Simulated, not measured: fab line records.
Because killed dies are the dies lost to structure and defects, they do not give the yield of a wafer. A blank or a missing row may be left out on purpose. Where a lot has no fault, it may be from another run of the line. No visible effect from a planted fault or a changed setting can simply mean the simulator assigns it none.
Which tool did it? | flow nand-harc | 13 lots, 38 wafers sampled, at 5 steps of a route of 1159

== WHAT THE GAUGES SHOWED, per wafer ==
NHARC_END_SORT_01. Usual: defect-limited-yield 95.7 %, standard deviation 1.5; killed-at-array 25, standard deviation 9.5; killed-at-other 0.8, standard deviation 1.2; killed-at-periphery 3.4, standard deviation 2.2; killed-dies 29, standard deviation 10; killed-open 3.3, standard deviation 1.8; killed-short 2.1, standard deviation 1.4; sort_bin_2_pct 1.4 %, standard deviation 0.63; sort_bin_3_pct 0.22 %, standard deviation 0.2; sort_bin_4_pct 2.7 %, standard deviation 0.96; sort-n-pass 648, standard deviation 10; sort-rim-yield-pct 95.6 %, standard deviation 2.8; sort-yield-pct 95.7 %, standard deviation 1.5.
lot  | measured     | on        | defect-limited-yield (%) | killed-at-array | killed-at-other | killed-at-periphery | killed-dies | killed-open | killed-short | sort_bin_2_pct (%) | sort_bin_3_pct (%) | sort_bin_4_pct (%) | sort-n-pass | sort-rim-yield-pct (%) | sort-yield-pct (%) | flag
L238 | day 19 19:06 | prober-02 | 96.2 97.2 95.7           | 24 16 27        | 0 2 0           | 2 1 2               | 26 19 29    | 5 5 6       | 2 1 1        | 1.5 0.7 1.8        | 0.15 0 0.44        | 2.2 2.1 2.1        | 651 658 648 | 95.3 91.5 96.2         | 96.2 97.2 95.7     |
L239 | day 20 01:11 | prober-01 | 98.7 97.6 98.5           | 5 11 8          | 3 2 2           | 1 3 0               | 9 16 10     | 1 4 3       | 1 2 1        | 0.3 0.7 0.3        | 0.15 0.30 0        | 0.9 1.3 1.2        | 668 661 667 | 99.1 96.2 98.1         | 98.7 97.6 98.5     |
L241 | day 20 09:05 | prober-01 | 96.5 95.7 95.4           | 21 28 26        | 0 0 0           | 3 1 5               | 24 29 31    | 2 2 4       | 3 1 2        | 1.3 1.5 0.7        | 0.15 0.59 0.15     | 2.1 2.2 3.7        | 653 648 646 | 98.1 94.3 96.2         | 96.5 95.7 95.4     |
L242 | day 20 02:05 | prober-02 | 97.3 96.9 98.1           | 15 20 12        | 1 0 0           | 2 1 1               | 18 21 13    | 0 3 4       | 2 3 3        | 0.7 0.9 0.9        | 0 0 0.15           | 1.9 2.2 0.9        | 659 656 664 | 94.3 98.1 95.3         | 97.3 96.9 98.1     |
L244 | day 21 06:42 | prober-01 | 94.7 94.8 95.4           | 32 32 22        | 1 0 5           | 3 3 4               | 36 35 31    | 4 3 2       | 2 3 2        | 1.5 1.6 1.8        | 0.30 0.44 0.44     | 3.5 3.1 2.4        | 641 642 646 | 95.3 97.2 90.6         | 94.7 94.8 95.4     |
L247 | day 21 23:04 | prober-01 | 96.6 94.8 95.3           | 16 26 25        | 0 0 0           | 7 9 7               | 23 35 32    | 1 3 4       | 1 1 2        | 1.2 1.9 1.6        | 0 0 0              | 2.2 3.2 3.1        | 654 642 645 | 96.2 95.3 99.1         | 96.6 94.8 95.3     |
L248 | day 22 00:49 | prober-02 | 90.8 93.9 93.5           | 28 38 42        | 1 0 0           | 33 3 2              | 62 41 44    | 2 3 4       | 0 2 3        | 6.1 1.6 2.2        | 0.30 0.59 0.44     | 2.8 3.8 3.8        | 615 636 633 | 91.5 98.1 98.1         | 90.8 93.9 93.5     | OFF
L258 | day 24 23:42 | prober-01 | 93.8 92.6 91.9           | 40 45 44        | 0 1 2           | 2 4 9               | 42 50 55    | 1 2 5       | 3 2 1        | 1.9 2.7 1.9        | 0.44 0.30 0.44     | 3.8 4.4 5.8        | 635 627 622 | 93.4 94.3 97.2         | 93.8 92.6 91.9     |
L257 | day 24 10:02 | prober-01 | 94.7 95.0 95.1           | 30 31 25        | 0 0 2           | 6 3 6               | 36 34 33    | 2 3 5       | 2 3 2        | 1.5 1.3 1.6        | 0.30 0.30 0.30     | 3.5 3.4 3.0        | 641 643 644 | 91.5 96.2 92.5         | 94.7 95.0 95.1     |
L256 | day 24 07:02 | prober-02 | 95.0 95.6 94.4           | 32 30 37        | 0 0 1           | 2 0 0               | 34 30 38    | 2 3 6       | 5 1 1        | 1.8 1.0 1.5        | 0.74 0.30 0.30     | 2.5 3.1 3.8        | 643 647 639 | 99.1 95.3 95.3         | 95.0 95.6 94.4     |
L259 | day 25 08:16 | prober-01 | 97.0 95.3 97.3           | 14 26 15        | 0 2 0           | 6 4 3               | 20 32 18    | 4 4 5       | 0 2 0        | 1.3 1.3 1.0        | 0 0 0.30           | 1.6 3.4 1.3        | 657 645 659 | 97.2 97.2 95.3         | 97.0 95.3 97.3     |
L260 | day 25 07:31 | prober-02 | 95.0 96.3 95.1           | 31 22 29        | 1 0 2           | 2 3 2               | 34 25 33    | 3 5 4       | 2 2 4        | 1.8 0.9 1.0        | 0.59 0 0           | 2.7 2.8 3.8        | 643 652 644 | 97.2 97.2 90.6         | 95.0 96.3 95.1     |

== EACH LOT AND THE TOOL THAT RAN IT (in order: tool; ch and the chambers of the sampled wafers; start) ==
lot  | NHARC_P_M2_PVD_20            | NHARC_THIN_TSV_ETCHBACK_48         | NHARC_THIN_TSV_DEGAS_53      | NHARC_THIN_TSV_ETCH_36
L238 | pvd-sputter-01, day 6 08:43  | rie-diel-01 ch 0,1,2, day 19 04:11 | pvd-sputter-01, day 19 06:43 | rie-metal-01 ch 0,1, day 19 08:25
L239 | pvd-sputter-03, day 6 17:47  | rie-diel-05 ch 0,2, day 19 05:33   | pvd-sputter-01, day 19 08:29 | rie-metal-03 ch 1, day 19 10:02
L241 | pvd-sputter-01, day 7 03:29  | rie-diel-05 ch 0,3, day 19 09:42   | pvd-sputter-03, day 19 12:14 | rie-metal-01 ch 0, day 19 13:59
L242 | pvd-sputter-03, day 7 04:59  | rie-diel-13 ch 1,2, day 19 06:34   | pvd-sputter-02, day 19 09:08 | rie-metal-01 ch 0,1, day 19 10:41
L244 | pvd-sputter-03, day 7 21:47  | rie-diel-01 ch 0,3, day 20 16:25   | pvd-sputter-01, day 20 18:53 | rie-metal-03 ch 0, day 20 20:37
L243 | pvd-sputter-03, day 7 22:58  | rie-diel-05 ch 1,3, day 21 02:59   | pvd-sputter-03, day 21 05:31 | rie-metal-03 ch 0,1, day 21 07:11
L247 | pvd-sputter-01, day 8 08:02  | rie-diel-01 ch 0,1,3, day 21 04:26 | pvd-sputter-02, day 21 06:55 | rie-metal-01 ch 0,1, day 21 08:30
L248 | pvd-sputter-03, day 8 12:57  | rie-diel-05 ch 2,3, day 21 06:38   | pvd-sputter-03, day 21 09:08 | rie-metal-01 ch 0,1, day 21 10:51
L258 | pvd-sputter-01, day 11 00:11 | rie-diel-01 ch 0,1,3, day 24 10:51 | pvd-sputter-02, day 24 13:35 | rie-metal-01 ch 0,1, day 24 15:16
L257 | pvd-sputter-03, day 11 02:05 | rie-diel-05 ch 2,3, day 23 18:50   | pvd-sputter-02, day 23 21:34 | rie-metal-02 ch 0,1, day 23 23:16
L256 | pvd-sputter-02, day 11 02:29 | rie-diel-13 ch 1,2, day 23 14:49   | pvd-sputter-01, day 23 18:30 | rie-metal-02 ch 0,1, day 23 20:12
L259 | pvd-sputter-01, day 11 15:13 | rie-diel-01 ch 0,1,2, day 24 12:23 | pvd-sputter-01, day 24 15:07 | rie-metal-03 ch 0,1, day 24 16:41
L260 | pvd-sputter-01, day 11 16:04 | rie-diel-05 ch 1,2,3, day 24 16:02 | pvd-sputter-03, day 24 18:42 | rie-metal-03 ch 0,1, day 24 20:16
- NHARC_P_M2_PVD_20: deposits TaN, target thk 5 nm, time 8.06 s.
- NHARC_THIN_TSV_ETCHBACK_48: etches the open film in C4F8/Ar, target depth 1028.5 nm, time 405.17 s.
- NHARC_THIN_TSV_DEGAS_53: time 60 s.
- NHARC_THIN_TSV_ETCH_36: etches the open film in Cl2/BCl3, target depth 65 nm, time 18.571 s.

== WHAT THE TOOLS THEMSELVES READ (means of the sampled wafers that have a number; where no wafer has one, the mark that the record gives instead) ==
NHARC_P_M2_PVD_20. Usual: throttle-valve-pct at 30.2 %, with a standard deviation of 1.
lot  | tool           | throttle-valve-pct (%) | flag
L238 | pvd-sputter-01 | 30.4                   |
L239 | pvd-sputter-03 | 30.4                   |
L241 | pvd-sputter-01 | 30.5                   |
L242 | pvd-sputter-03 | 30.8                   |
L244 | pvd-sputter-03 | 29.8                   |
L243 | pvd-sputter-03 | 30.1                   |
L247 | pvd-sputter-01 | 30.8                   |
L248 | pvd-sputter-03 | 30.3                   |
L258 | pvd-sputter-01 | 30.2                   |
L257 | pvd-sputter-03 | 31.3                   |
L256 | pvd-sputter-02 | 28.4                   |
L259 | pvd-sputter-01 | 30.7                   |
L260 | pvd-sputter-01 | 30.2                   |

NHARC_THIN_TSV_ETCHBACK_48. Usual: oes-product-au 0.94 a.u., standard deviation 0.031; rf-vpp-V 549 V, standard deviation 3.1.
lot  | tool        | oes-product-au (a.u.) | rf-vpp-V (V) | flag
L238 | rie-diel-01 | 0.92                  | 550          |
L239 | rie-diel-05 | 0.92                  | 549          |
L241 | rie-diel-05 | 0.99                  | 550          |
L242 | rie-diel-13 | 0.91                  | 549          |
L244 | rie-diel-01 | 0.94                  | 550          |
L243 | rie-diel-05 | 0.92                  | 548          |
L247 | rie-diel-01 | 0.92                  | 549          |
L248 | rie-diel-05 | 0.92                  | 547          |
L258 | rie-diel-01 | 0.96                  | 549          |
L257 | rie-diel-05 | 1.00                  | 549          |
L256 | rie-diel-13 | 0.93                  | 549          |
L259 | rie-diel-01 | 0.92                  | 549          |
L260 | rie-diel-05 | 0.98                  | 545          |

NHARC_THIN_TSV_DEGAS_53. Usual: heater-power-w at 488 W, with a standard deviation of 54.
lot  | tool           | heater-power-w (W) | flag
L238 | pvd-sputter-01 | 499                |
L239 | pvd-sputter-01 | 480                |
L241 | pvd-sputter-03 | 515                |
L242 | pvd-sputter-02 | 496                |
L244 | pvd-sputter-01 | 461                |
L243 | pvd-sputter-03 | 556                |
L247 | pvd-sputter-02 | 476                |
L248 | pvd-sputter-03 | 484                |
L258 | pvd-sputter-02 | 486                |
L257 | pvd-sputter-02 | 494                |
L256 | pvd-sputter-01 | 478                |
L259 | pvd-sputter-01 | 496                |
L260 | pvd-sputter-03 | 502                |

NHARC_THIN_TSV_ETCH_36. Usual: drypump-motor-current-A 5.7 A, standard deviation 0.53; oes-product-au 1.000 a.u., standard deviation 0.0086.
lot  | tool         | drypump-motor-current-A (A) | oes-product-au (a.u.) | flag
L238 | rie-metal-01 | 5.6                         | 1.004                 |
L239 | rie-metal-03 | 6.5                         | 1.008                 |
L241 | rie-metal-01 | 5.1                         | 1.010                 |
L242 | rie-metal-01 | 5.7                         | 1.006                 |
L244 | rie-metal-03 | 5.1                         | 0.997                 |
L243 | rie-metal-03 | 5.8                         | 1.003                 |
L247 | rie-metal-01 | 5.7                         | 1.008                 |
L248 | rie-metal-01 | 5.7                         | 1.003                 |
L258 | rie-metal-01 | 5.4                         | 0.995                 |
L257 | rie-metal-02 | 5.8                         | 0.997                 |
L256 | rie-metal-02 | 5.8                         | 1.002                 |
L259 | rie-metal-03 | 5.5                         | 0.991                 |
L260 | rie-metal-03 | 6.0                         | 0.984                 |

== THE ANSWER, worked out from the rows above alone ==
Rule: a lot is off if the mean of its wafers that have a number lies more than 3 standard deviations from the usual mean. Also off: a lot with no number at a reading for which 4 or more lots have one. All remaining lots with rows at the step are treated as sound. First the gauges in route order, then the tools' own readings, where a lot's mean is used as printed above. At the first step where some lot is off, the reading lying furthest off is the one used; lots without a number count as furthest.
Off: L248 (NHARC_END_SORT_01, killed-at-periphery). Neither off nor sound, because the step has no rows for them: L243.
If a tool, at a process step before that reading, ran all the lots that are off and no sound lot after the first of them, it fits. The gauges at NHARC_END_SORT_01 are tried like those tools. Of those tried, none fits.

== WHAT WAS PUT IN BY THE SIMULATOR ==
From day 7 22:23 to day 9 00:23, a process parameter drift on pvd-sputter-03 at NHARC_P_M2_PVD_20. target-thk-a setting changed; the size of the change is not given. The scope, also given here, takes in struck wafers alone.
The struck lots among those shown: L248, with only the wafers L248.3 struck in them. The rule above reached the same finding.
